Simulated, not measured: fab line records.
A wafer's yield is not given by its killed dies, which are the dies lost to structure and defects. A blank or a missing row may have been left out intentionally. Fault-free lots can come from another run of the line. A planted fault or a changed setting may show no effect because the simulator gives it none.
Matching of chambers :: flow nand-harc :: NHARC_A_STAIRCASE_CMP_450 on cmp-01 has 4 sister chambers
The step polishes SiO2, target thk 200 nm. 8 wafers are shown with their chamber, then 12 later ones without.

== WAFERS, EACH WITH ITS CHAMBER ==
wafer: L078.3
chamber: 0
motor-current-A (A): 14.1
slurry-filter-dp-kPa (kPa): 13.23

wafer: L078.5
chamber: 0
motor-current-A (A): 13.3
slurry-filter-dp-kPa (kPa): 13.51

wafer: L082.6
chamber: 3
motor-current-A (A): 13.6
slurry-filter-dp-kPa (kPa): 13.52

wafer: L086.3
chamber: 1
motor-current-A (A): 12.8
slurry-filter-dp-kPa (kPa): 13.59

wafer: L086.5
chamber: 2
motor-current-A (A): 10.7
slurry-filter-dp-kPa (kPa): 13.67

wafer: L087.2
chamber: 1
motor-current-A (A): 12.6
slurry-filter-dp-kPa (kPa): 13.58

wafer: L087.3
chamber: 2
motor-current-A (A): 11.6
slurry-filter-dp-kPa (kPa): 13.48

wafer: L087.5
chamber: 3
motor-current-A (A): 13.2
slurry-filter-dp-kPa (kPa): 13.67

== WAFERS WITH NO CHAMBER GIVEN ==
wafer: L088.2
motor-current-A (A): 12.6
slurry-filter-dp-kPa (kPa): 13.46

wafer: L088.4
motor-current-A (A): 13.4
slurry-filter-dp-kPa (kPa): 13.30

wafer: L088.5
motor-current-A (A): 13.2
slurry-filter-dp-kPa (kPa): 13.54

wafer: L090.1
motor-current-A (A): 13.0
slurry-filter-dp-kPa (kPa): 13.54

wafer: L090.3
motor-current-A (A): 12.7
slurry-filter-dp-kPa (kPa): 13.70

wafer: L090.5
motor-current-A (A): 12.8
slurry-filter-dp-kPa (kPa): 13.51

wafer: L091.1
motor-current-A (A): 13.2
slurry-filter-dp-kPa (kPa): 13.67

wafer: L091.5
motor-current-A (A): 13.6
slurry-filter-dp-kPa (kPa): 13.52

wafer: L091.6
motor-current-A (A): 13.4
slurry-filter-dp-kPa (kPa): 13.42

wafer: L095.3
motor-current-A (A): 12.9
slurry-filter-dp-kPa (kPa): 13.71

wafer: L095.5
motor-current-A (A): 13.5
slurry-filter-dp-kPa (kPa): 13.69

wafer: L095.6
motor-current-A (A): 12.9
slurry-filter-dp-kPa (kPa): 13.86

== WHICH CHAMBER EACH ONE RAN IN ==
wafer: L088.2
from the rows above: can't be placed: 1 or 3 or 0
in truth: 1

wafer: L088.4
from the rows above: can't be placed: 0 or 3 or 1
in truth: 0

wafer: L088.5
from the rows above: can't be placed: 3 or 1 or 0
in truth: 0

wafer: L090.1
from the rows above: can't be placed: 1 or 3 or 0
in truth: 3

wafer: L090.3
from the rows above: can't be placed: 1 or 3
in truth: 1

wafer: L090.5
from the rows above: can't be placed: 1 or 3 or 0
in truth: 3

wafer: L091.1
from the rows above: can't be placed: 3 or 1 or 0
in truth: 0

wafer: L091.5
from the rows above: can't be placed: 3 or 0 or 1
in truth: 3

wafer: L091.6
from the rows above: can't be placed: 0 or 3 or 1
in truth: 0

wafer: L095.3
from the rows above: can't be placed: 1 or 3
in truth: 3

wafer: L095.5
from the rows above: can't be placed: 3 or 1 or 0
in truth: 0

wafer: L095.6
from the rows above: can't be placed: 1 or 3 or 0
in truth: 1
Placed correctly: 0 of 12. From these rows, 12 cannot be placed; in 12 the true chamber is one of the candidates. Wrongly placed: 0.
How it was worked out, from the rows above alone: a wafer's distance from a chamber is the root of the sum, over the readings, of the square of ((its reading less the chamber's mean) divided by the reading's scatter). If the next closest chamber is less than 2 further off than the closest, the wafer can't be placed; otherwise it belongs to the closest. For every chamber, the mean is computed from those of its wafers that are shown. The scatter is the square root of a quotient: the sum, over the shown wafers, of each reading's squared deviation from its chamber's mean, divided by wafers minus chambers.
